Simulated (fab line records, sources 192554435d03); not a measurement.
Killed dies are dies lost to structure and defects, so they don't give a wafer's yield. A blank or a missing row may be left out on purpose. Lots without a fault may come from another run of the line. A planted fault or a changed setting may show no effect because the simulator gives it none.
Chamber matching | flow n5_finfet | N5_BEOL_M0_ETCH_128 on rie_diel-05: 4 sister chambers
The step etches SiCN in CF4/N2, target depth 12 nm, overetch 5.1 nm, time 21.4 s. 18 wafers are shown with their chamber, then 9 later ones without.

WAFERS WITH THEIR CHAMBER
wafer  | chamber | showerhead_plenum_p_Torr (Torr) | drypump_motor_current_A (A) | throttle_valve_pct (%)
L074.1 | 3       | 2.27                            | 6.1                         | 15.26
L074.2 | 1       | 2.20                            | 5.0                         | 15.27
L074.5 | 2       | 2.10                            | 5.9                         | 15.63
L077.2 | 1       | 2.20                            | 5.0                         | 15.28
L077.3 | 0       | 2.09                            | 5.9                         | 15.38
L077.5 | 3       | 2.27                            | 6.1                         | 15.27
L078.2 | 0       | 2.09                            | 5.9                         | 15.38
L078.3 | 2       | 2.10                            | 6.0                         | 15.66
L078.6 | 3       | 2.27                            | 6.1                         | 15.27
L080.4 | 1       | 2.19                            | 5.0                         | 15.27
L080.5 | 0       | 2.09                            | 5.9                         | 15.36
L080.6 | 1       | 2.19                            | 5.0                         | 15.28
L086.1 | 0       | 2.08                            | 5.8                         | 15.38
L086.2 | 1       | 2.19                            | 5.0                         | 15.29
L086.4 | 3       | 2.27                            | 6.1                         | 15.31
L089.1 | 2       | 2.09                            | 5.9                         | 15.66
L089.3 | 1       | 2.19                            | 5.0                         | 15.32
L089.4 | 3       | 2.26                            | 6.2                         | 15.30

SIGNATURES (means of the wafers above)
reading                  | chamber 0 | chamber 1 | chamber 2 | chamber 3 | scatter within a chamber
showerhead_plenum_p_Torr | 2.0875    | 2.1933    | 2.0967    | 2.2680    | 0.00504
drypump_motor_current_A  | 5.875     | 5.000     | 5.933     | 6.120     | 0.0398
throttle_valve_pct       | 15.3750   | 15.2850   | 15.6500   | 15.2820   | 0.018
Rule: a wafer's distance from a chamber is the root of the sum, over the readings, of the square of ((its reading less the chamber's mean) divided by the reading's scatter). The wafer belongs to the nearest chamber; if the next one is less than 2 further off, it can't be placed. The scatter: the root of (the sum of the squares of (reading less its chamber's mean) over the shown wafers, divided by (wafers less chambers)).

WAFERS WITHOUT THEIR CHAMBER
wafer  | showerhead_plenum_p_Torr (Torr) | drypump_motor_current_A (A) | throttle_valve_pct (%)
L088.1 | 2.08                            | 5.9                         | 15.41
L088.4 | 2.08                            | 5.9                         | 15.42
L088.5 | 2.26                            | 6.1                         | 15.31
L091.1 | 2.26                            | 6.1                         | 15.33
L091.4 | 2.08                            | 5.9                         | 15.41
L091.5 | 2.19                            | 5.0                         | 15.33
L097.1 | 2.26                            | 6.1                         | 15.35
L097.2 | 2.35                            | 6.0                         | 15.22
L097.3 | 2.18                            | 5.0                         | 15.36

WHICH CHAMBER EACH WENT THROUGH
wafer  | from the rows above | in truth
L088.1 | 0                   | 0
L088.4 | 0                   | 0
L088.5 | 3                   | 3
L091.1 | 3                   | 3
L091.4 | 0                   | 0
L091.5 | 1                   | 1
L097.1 | 3                   | 3
L097.2 | 3                   | 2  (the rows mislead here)
L097.3 | 1                   | 1
Placed correctly: 8 of 9. Can't be placed from these rows: 0. Placed wrongly: 1.
